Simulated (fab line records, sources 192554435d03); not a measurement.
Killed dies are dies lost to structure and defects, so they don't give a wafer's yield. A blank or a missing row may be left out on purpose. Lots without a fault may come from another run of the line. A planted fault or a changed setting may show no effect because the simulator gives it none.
Chamber matching | flow n5_finfet | N5_BEOL_M4_ILD_DEP_00 on pecvd-01: 3 sister chambers
The step deposits SiOC from DEMS/O2, target thk 79 nm, time 15.3 s. 16 wafers are shown with their chamber, then 8 later ones without.

WAFERS WITH THEIR CHAMBER
wafer  | chamber | throttle_valve_pct (%) | heater_power_w (W) | susceptor_temp_C (C)
L867.1 | 2       | 11.7                   | 420                | 349.74
L867.3 | 1       | 12.9                   | 454                | 349.91
L867.6 | 0       | 12.2                   | 457                | 349.84
L872.1 | 2       | 12.0                   | 380                | 350.12
L872.4 | 0       | 12.0                   | 417                | 350.01
L872.6 | 1       | 12.9                   | 440                | 350.00
L873.3 | 1       | 13.3                   | 530                | 349.90
L873.4 | 0       | 12.2                   | 426                | 350.11
L873.5 | 2       | 12.0                   | 457                | 349.87
L874.2 | 1       | 13.1                   | 425                | 349.98
L874.3 | 0       | 12.4                   | 425                | 349.85
L877.2 | 0       | 12.3                   | 426                | 350.01
L877.4 | 2       | 11.7                   | 456                | 349.94
L878.1 | 1       | 13.1                   | 439                | 350.25
L878.2 | 0       | 12.2                   | 435                | 349.93
L889.2 | 1       | 12.8                   | 525                | 350.27

SIGNATURES (means of the wafers above)
reading            | chamber 0 | chamber 1 | chamber 2 | scatter within a chamber
throttle_valve_pct | 12.217    | 13.017    | 11.850    | 0.163
heater_power_w     | 431.00    | 468.83    | 428.25    | 34.8
susceptor_temp_C   | 349.9583  | 350.0517  | 349.9175  | 0.144
Rule: a wafer's distance from a chamber is the root of the sum, over the readings, of the square of ((its reading less the chamber's mean) divided by the reading's scatter). The wafer belongs to the nearest chamber; if the next one is less than 2 further off, it can't be placed. The scatter: the root of (the sum of the squares of (reading less its chamber's mean) over the shown wafers, divided by (wafers less chambers)).

WAFERS WITHOUT THEIR CHAMBER
wafer  | throttle_valve_pct (%) | heater_power_w (W) | susceptor_temp_C (C)
L889.3 | 12.3                   | 461                | 350.55
L889.6 | 12.2                   | 470                | 350.07
L886.1 | 12.8                   | 524                | 349.58
L886.4 | 12.9                   | 429                | 350.02
L886.6 | 12.1                   | 448                | 350.04
L888.3 | 12.1                   | 426                | 350.30
L888.4 | 13.0                   | 520                | 349.54
L888.6 | 12.1                   | 436                | 350.18

WHICH CHAMBER EACH WENT THROUGH
wafer  | from the rows above          | in truth
L889.3 | can't be placed: 0 or 2 or 1 | 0
L889.6 | can't be placed: 0 or 2      | 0
L886.1 | can't be placed: 1 or 0      | 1
L886.4 | 1                            | 1
L886.6 | can't be placed: 0 or 2      | 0
L888.3 | can't be placed: 0 or 2      | 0
L888.4 | 1                            | 1
L888.6 | can't be placed: 0 or 2      | 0
Placed correctly: 2 of 8. Can't be placed from these rows: 6 (the true chamber is among the candidates in 6). Placed wrongly: 0.
